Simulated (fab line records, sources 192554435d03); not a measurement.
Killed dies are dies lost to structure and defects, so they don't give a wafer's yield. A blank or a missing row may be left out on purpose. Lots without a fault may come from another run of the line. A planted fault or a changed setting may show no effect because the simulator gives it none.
fab line records | flow n5_finfet
record lots=12 wafers=36 last_day=17
route steps=1938 shown BEOL_M15@1812 MIM_TOP_LITHO@1848 MIM_TOP_ETCH@1852 PASSIVATION@1936
lots that met no fault: from a run of the same line without faults
start_h: hours from the record's first day to the start of the lot's first wafer shown | wait_h: hours since the lot's step before | " the same as in the row above | L1.1+2: a row that stands for several wafers | - no value, or no start given | * or withheld: withheld | < > ~ a bound
route shown NAME@n: a module of which the file shows steps, and the number in the route of the first | usual: mean/standard deviation of fault-free wafers | same: alike in all rows | chamber/n: place in a boat | sites: the reading at each site | _std_site: their standard deviation | _edge_site: outer sites' mean less inner sites' | radius_mm: how far each site lies from the wafer's centre | mask NAME#n: copy n | behind: the tool/chamber that last shaped the wafer | hold: why the lot was held/for how many hours/how that ended | device: the transistor (n, p or np) that didn't switch | end of line: the same wafers' tests at the end of the route | a step without rows: its recipe alone | killed: dies lost to structure and defects at the first sort, not the wafer's yield | map: a wafer's dies, x killed, . not, _ none there
set.NAME: the setting as run; set.NAME@STEP: as run at that earlier step | model.NAME: the simulator's own value behind a step, which no gauge read
steps of the route over a sample of lots; a table a step, a row a wafer
services: from which hour (start_h, from the record's first day; less than 0 if before it) a tool's chamber was out of use, for how many hours, and why
## steps
# step N5_BEOL_M15_STRIP_62
# recipe chemistry=O2 power_w=600 temp_c=60 pressure_mtorr=30 rf_frequency_hz=6e+07 bias_power_w=0 overash_fraction=0.3 o2_flow_sccm=225
# usual drypump_motor_current_A=5.8/0.4 oes_product_au=0.80/0.096 rf_vpp_V=3.6/0.45 showerhead_plenum_p_Torr=2.09/0.081 throttle_valve_pct=16.63/0.25
# columns lot.wafer tool chamber start_h wait_h drypump_motor_current_A oes_product_au rf_hours_counter_h rf_vpp_V showerhead_plenum_p_Torr throttle_valve_pct
L955.2 rie_diel-02 3 250.61 - 4.9 0.72 225 2.7 2.00 17.16
L955.4 " 1 " " 6.4 0.96 8 3.2 2.03 16.19
L955.6 " 1 " " 6.4 0.96 - 3.9 2.03 16.19
L957.3 rie_diel-03 1 282.47 - 5.7 0.75 172 3.5 2.08 16.51
L957.5 " 3 " " 5.6 0.69 - 2.9 2.16 16.76
L957.6 " 0 " " 5.9 0.83 - 3.3 2.02 16.40
L958.2 rie_diel-03 2 286.71 - 6.0 0.74 197 3.8 1.99 16.78
L958.4 " 1 " " 5.7 0.75 173 3.5 2.08 16.47
L958.5 " 3 " " 5.5 0.69 - 4.1 2.16 16.77
L960.1 rie_diel-03 0 308.74 - 5.9 0.81 89 3.9 2.01 16.41
L960.3 " 3 " " 5.5 0.68 221 3.7 2.16 16.77
L960.4 " 2 " " 6.1 0.73 203 4.0 1.99 16.79
L963.4 rie_diel-03 1 315.72 - 5.7 0.74 181 4.1 2.08 16.50
L963.5 " 2 " " 6.0 0.74 - 3.6 1.99 16.78
L963.6 " 1 " " 5.7 0.74 - 3.6 2.08 16.51
L962.3 rie_diel-02 1 318.56 - 6.4 0.90 31 3.4 2.02 16.23
L962.5 " 2 " " 5.9 0.73 - 3.6 2.08 16.96
L962.6 " 1 " " 6.4 0.90 - 4.0 2.02 16.24
L966.2 rie_diel-02 0 319.75 - 5.7 0.88 38 3.4 2.13 16.43
L966.3 " 3 " " 4.9 0.69 248 3.8 1.99 17.19
L966.5 " 1 " " 6.3 0.90 - 3.2 2.02 16.22
L964.4 rie_diel-04 1 328.51 - 5.2 0.92 23 3.2 2.15 16.46
L964.5 " 0 " " 5.5 1.00 - 3.3 2.22 16.39
L964.6 " 1 " " 5.2 0.92 - 4.0 2.15 16.46
L968.1 rie_diel-04 0 329.24 - 5.5 1.00 2 3.6 2.22 16.40
L968.3 " 1 " " 5.2 0.92 24 4.1 2.15 16.46
L968.6 " 2 " " 5.8 0.71 - 4.1 2.05 16.65
L967.1 rie_diel-02 0 340.83 - 5.7 0.87 44 3.8 2.13 16.45
L967.3 " 3 " " 4.9 1.01 0 3.7 2.26 16.72
L967.5 " 2 " " 5.9 0.72 - 3.4 2.08 16.96
L972.3 rie_diel-04 2 373.61 - 5.8 0.69 224 2.7 2.05 16.68
L972.5 " 0 " " 5.5 0.95 - 3.4 2.22 16.42
L972.6 " 1 " " 5.2 0.89 - 3.4 2.15 16.49
L973.2 rie_diel-02 3 385.89 - 4.9 0.93 14 4.3 2.25 16.72
L973.3 " 1 " " 6.3 0.86 51 4.4 2.02 16.29
L973.6 " 2 " " 5.8 0.70 - 3.1 2.08 17.01
# step N5_MIM_TOP_LITHO_OVL_MEAS_11
# recipe points_per_wafer=44
# usual MIM_TOP_OVL=1/6.1
# columns lot.wafer tool chamber start_h wait_h MIM_TOP_OVL[nm]
L955.2 overlay-02 0 256.01 0.0 -1
L955.4 " 0 " " -1
L955.6 " 0 " " -7
L957.3 overlay-01 0 287.64 0.0 7
L957.5 " 0 " " 1
L957.6 " 0 " " -2
L958.2 overlay-02 0 293.43 0.0 -6
L958.4 " 0 " " -1
L958.5 " 0 " " -11
L960.1 overlay-01 0 316.04 0.0 -6
L960.3 " 0 " " -2
L960.4 " 0 " " 10
L963.4 overlay-01 0 321.05 0.0 0
L963.5 " 0 " " 0
L963.6 " 0 " " -9
L962.3 overlay-01 0 324.50 0.0 8
L962.5 " 0 " " 8
L962.6 " 0 " " 9
L966.2 overlay-02 0 324.86 0.0 -5
L966.3 " 0 " " 5
L966.5 " 0 " " -3
L964.4 overlay-01 0 336.53 0.0 4
L964.5 " 0 " " -3
L964.6 " 0 " " 1
L968.1 overlay-01 0 341.17 0.0 -3
L968.3 " 0 " " 6
L968.6 " 0 " " -6
L967.1 overlay-01 0 347.82 0.0 3
L967.3 " 0 " " -2
L967.5 " 0 " " 2
L972.3 overlay-01 0 383.71 0.0 3
L972.5 " 0 " " 0
L972.6 " 0 " " -3
L973.2 overlay-02 0 391.25 0.0 -3
L973.3 " 0 " " -6
L973.6 " 0 " " 6
# step N5_MIM_TOP_ETCH_STRIP_01
# recipe chemistry=O2 power_w=600 temp_c=60 pressure_mtorr=30 rf_frequency_hz=6e+07 bias_power_w=0 overash_fraction=0.5 o2_flow_sccm=225
# usual drypump_motor_current_A=5.8/0.4 oes_product_au=0.80/0.093 rf_vpp_V=3.8/1.3 showerhead_plenum_p_Torr=2.09/0.081 throttle_valve_pct=16.64/0.25
# columns lot.wafer tool chamber start_h wait_h drypump_motor_current_A oes_product_au rf_hours_counter_h rf_vpp_V showerhead_plenum_p_Torr throttle_valve_pct
L955.2 rie_diel-04 0 256.32 0.1 5.5 0.66 240 2.9 1.97 16.89
L955.4 " 2 " " 5.8 0.72 - 0.7 2.06 16.62
L955.6 " 3 " " 6.3 0.82 - 3.1 2.23 16.76
L957.3 rie_diel-04 1 288.14 0.1 5.2 0.94 9 8.1 2.16 16.40
L957.5 " 2 " " 5.8 0.71 - 3.5 2.06 16.62
L957.6 " 3 " " 6.3 0.83 - 3.9 2.23 16.76
L958.2 rie_diel-02 2 293.85 0.2 5.9 0.73 174 5.1 2.09 16.91
L958.4 " 1 " " 6.4 0.95 - 3.8 2.03 16.20
L958.5 " 2 " " 5.9 0.73 - 5.1 2.09 16.94
L960.1 rie_diel-04 3 316.62 0.3 6.3 0.80 91 4.5 2.22 16.80
L960.3 " 2 " " 5.8 0.69 206 2.5 2.05 16.65
L960.4 " 2 " " 5.8 0.69 - 4.1 2.05 16.66
L963.4 rie_diel-02 2 321.40 0.1 5.9 0.70 187 4.6 2.08 16.97
L963.5 " 2 " " 5.9 0.73 - 6.1 2.08 16.93
L963.6 " 3 " " 4.9 0.69 - 5.2 1.99 17.20
L962.3 rie_diel-02 0 325.22 0.1 5.7 0.88 40 1.7 2.13 16.45
L962.5 " 0 " " 5.7 0.89 - 4.4 2.13 16.41
L962.6 " 2 " " 5.8 0.70 - 3.3 2.08 16.93
L966.2 rie_diel-04 1 325.35 0.1 5.2 0.92 23 3.9 2.15 16.50
L966.3 " 0 " " 5.5 1.01 1 3.5 2.22 16.45
L966.5 " 2 " " 5.8 0.72 - 5.1 2.05 16.65
L964.4 rie_diel-03 0 336.81 0.1 5.9 0.82 96 4.8 2.01 16.39
L964.5 " 0 " " 5.9 0.84 - 3.6 2.01 16.45
L964.6 " 1 " " 5.7 0.76 - 2.5 2.07 16.55
L968.1 rie_diel-03 2 341.74 0.1 6.0 0.72 213 6.2 1.99 16.79
L968.3 " 1 " " 5.7 0.74 190 2.4 2.07 16.49
L968.6 " 3 " " 5.5 0.65 - 3.5 2.16 16.77
L967.1 rie_diel-04 1 348.20 0.1 5.2 0.92 28 3.0 2.15 16.46
L967.3 " 3 " " 6.3 0.81 99 3.7 2.22 16.81
L967.5 " 3 " " 6.3 0.83 - 5.2 2.22 16.81
L972.3 rie_diel-02 3 384.00 0.1 4.9 0.94 14 3.8 2.25 16.69
L972.5 " 3 " " 4.9 0.95 - 4.2 2.25 16.74
L972.6 " 2 " " 5.9 0.73 - 4.8 2.08 16.98
L973.2 rie_diel-02 0 391.53 0.1 5.7 0.85 59 2.6 2.13 16.50
L973.3 " 2 " " 5.8 0.71 209 3.9 2.08 17.00
L973.6 " 3 " " 4.9 0.92 - 6.8 2.25 16.73
# step N5_PASSIVATION_PROBE_49
# usual defect_limited_yield=91.2/1.4 killed_at_M0_to_M3=35/11 killed_at_M4_up=14/5.6 killed_at_contacts=12/5.6 killed_at_front_end=38/11 killed_at_other=4/3.4 killed_dies=103/17 killed_open=68/12 killed_short=33/8.8 sort_bin_5_function=5.1/0.89 sort_bin_6_memory=3.3/0.71 sort_n_pass=1077/17 sort_yield_pct=91.2/1.4
# same gross_dies=1180 killed_at_back_side=0 sort_bin_4_leakage[%]=0 sort_bin_8_speed[%]=0
# columns lot.wafer tool chamber start_h wait_h defect_limited_yield[%] killed_at_M0_to_M3 killed_at_M4_up killed_at_contacts killed_at_front_end killed_at_other killed_dies killed_open killed_short sort_bin_5_function[%] sort_bin_6_memory[%] sort_n_pass sort_yield_pct[%]
L972.3 prober-01 - 395.27 0.8 90.7 37 12 6 52 3 110 58 50 5.3 3.6 1070 90.7
L972.5 prober-01 - 395.37 0.9 82.7 46 113 15 30 0 204 65 33 11.2 4.4 976 82.7
L972.6 prober-01 - 395.42 1.0 89.4 45 18 13 48 1 125 68 55 5.3 4.7 1055 89.4
# killed by level:class
L972.3 STI_FIN_REVEAL:geometric_particle:open=12 FIN_SAQP:geometric_particle:short=10 BEOL_M3:geometric_particle:open=9 BEOL_M0_SAQP:geometric_particle:short=9 FIN_SAQP:geometric_particle:open=8 GATE_CUT:geometric_particle:short=8 STI_FIN_REVEAL:geometric_particle:short=7 BEOL_M0_SAQP:geometric_particle:open=7
L972.5 BEOL_M15:unspecified=104 MOL_CONTACT_COAG:geometric_particle:open=15 BEOL_M1:geometric_particle:open=10 BEOL_M0_SAQP:geometric_particle:open=8 GATE_CUT:geometric_particle:short=7 BEOL_M0_SAQP:geometric_particle:short=7 BEOL_M0:geometric_particle:open=7 FIN_SAQP:geometric_particle:short=5
L972.6 FIN_SAQP:geometric_particle:short=14 MOL_CONTACT_COAG:geometric_particle:open=12 BEOL_M1:geometric_particle:open=9 BEOL_M4:geometric_particle:open=9 BEOL_M0:geometric_particle:open=7 BEOL_M1:geometric_particle:short=7 BEOL_M0_SAQP:geometric_particle:short=6 STARTING-WAFER:geometric_particle:short=6
## services
# columns tool chamber start_h hours kind
rie_diel-02 1 257.11 6.0 repair
rie_diel-04 0 284.54 18.3 repair
rie_diel-02 3 293.80 6.4 repair
rie_diel-04 0 307.97 - clean
rie_diel-04 0 307.97 - consumable_replace:focus_ring
rie_diel-04 0 307.97 - consumable_replace:showerhead
rie_diel-04 0 307.97 12.6 scheduled_down
rie_diel-04 0 307.97 12.6 vent_cycle
rie_diel-03 0 318.87 4.7 repair
rie_diel-02 3 325.04 - clean
rie_diel-02 3 325.04 - consumable_replace:focus_ring
rie_diel-02 3 325.04 - consumable_replace:showerhead
rie_diel-02 3 325.04 14.1 scheduled_down
rie_diel-02 3 325.04 14.1 vent_cycle
rie_diel-03 0 325.59 3.4 repair
rie_diel-04 1 350.14 7.9 repair
rie_diel-04 0 378.54 9.7 repair
## key
first_sign step=N5_PASSIVATION_PROBE_49 reading=killed_at_M4_up direction=up sigmas=18 usual=14 struck=113
effect step=N5_PASSIVATION_PROBE_49 reading=killed_dies direction=up sigmas=6 usual=103 struck=204
more_kills_born_at N5_BEOL_M15_STRIP_62@rie_diel-04=104
met_at N5_BEOL_M15_STRIP_62
struck_lots L972
struck_wafers L972.5
not_acting_at N5_MIM_TOP_LITHO_OVL_MEAS_11,N5_MIM_TOP_ETCH_STRIP_01
onset_between 329.24 373.61
fault kind=chamber_particle_source tool=rie_diel-04 chamber=0 onset_h=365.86 steps=N5_BEOL_M15_STRIP_62 rate_per_visit_cm2=0.55532 end_h=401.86
